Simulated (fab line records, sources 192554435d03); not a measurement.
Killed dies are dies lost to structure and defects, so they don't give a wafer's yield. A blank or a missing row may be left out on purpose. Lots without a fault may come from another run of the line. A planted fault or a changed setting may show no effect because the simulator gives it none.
Which tool did it? | flow n5_finfet | 11 lots, 33 wafers sampled, at 2 steps of a route of 1938

WHAT THE GAUGES READ, wafer by wafer
N5_BEOL_M12_CD_MEAS_10: target cd 140 nm.
lot  | measured     | on        | cd_nm (nm)
L329 | day 10 21:37 | cd_sem-03 | 138.6 135.6 139.2
L331 | day 11 00:47 | cd_sem-01 | 141.1 137.6 139.4
L332 | day 11 17:17 | cd_sem-01 | 139.6 141.7 135.7
L333 | day 11 17:54 | cd_sem-03 | 139.5 141.7 137.0
L334 | day 12 03:17 | cd_sem-02 | 139.1 143.4 141.2
L339 | day 13 08:13 | cd_sem-02 | 142.6 140.8 141.5
L346 | day 14 10:47 | cd_sem-03 | 141.6 141.1 137.2
L349 | day 15 17:17 | cd_sem-03 | 138.7 140.3 141.2
L347 | day 15 18:05 | cd_sem-01 | 142.2 141.4 137.7
L352 | day 16 10:06 | cd_sem-03 | 140.1 139.3 139.6
L351 | day 16 12:01 | cd_sem-03 | 143.5 139.8 143.8

WHICH TOOL RAN EACH LOT (tool, then ch and the chambers of the sampled wafers, then the start)
lot  | N5_BEOL_M11_DEP_56
L329 | pecvd-01 ch 0,1, day 10 20:53
L331 | pecvd-01 ch 0,1, day 11 00:06
L332 | pecvd-01 ch 0,1,2, day 11 16:08
L333 | pecvd-03 ch 0,1,2, day 11 17:13
L334 | pecvd-01 ch 0,2, day 12 02:43
L339 | pecvd-03 ch 0,1,2, day 13 07:29
L346 | pecvd-03 ch 1,2, day 14 10:10
L349 | pecvd-03 ch 1,2, day 15 16:37
L347 | pecvd-03 ch 0,1,2, day 15 17:24
L352 | pecvd-03 ch 0,1, day 16 09:32
L351 | pecvd-01 ch 0,1, day 16 11:20
- N5_BEOL_M11_DEP_56: deposits SiCN from 3MS/NH3, target thk 30 nm, time 10.5 s.

THE ANSWER, worked out from the rows above alone
Rule: what is usual is taken from the lots themselves. Put in order of their means at a reading, lots are off if they are a third of the lots or fewer, leave a main group of 4 or more, and stand apart from it by a gap of 3 or more times the standard deviation of the main group's means; of several such gaps the widest counts. A main group whose means are all the same, to the digits that the tables above print for the reading, isn't used. A lot without any number at a reading at which 4 lots or more have one is off too. The other lots that the step has rows for count as sound.
No lot is off at any reading shown: from this, nothing can be told.

WHAT THE SIMULATOR HAD PUT IN
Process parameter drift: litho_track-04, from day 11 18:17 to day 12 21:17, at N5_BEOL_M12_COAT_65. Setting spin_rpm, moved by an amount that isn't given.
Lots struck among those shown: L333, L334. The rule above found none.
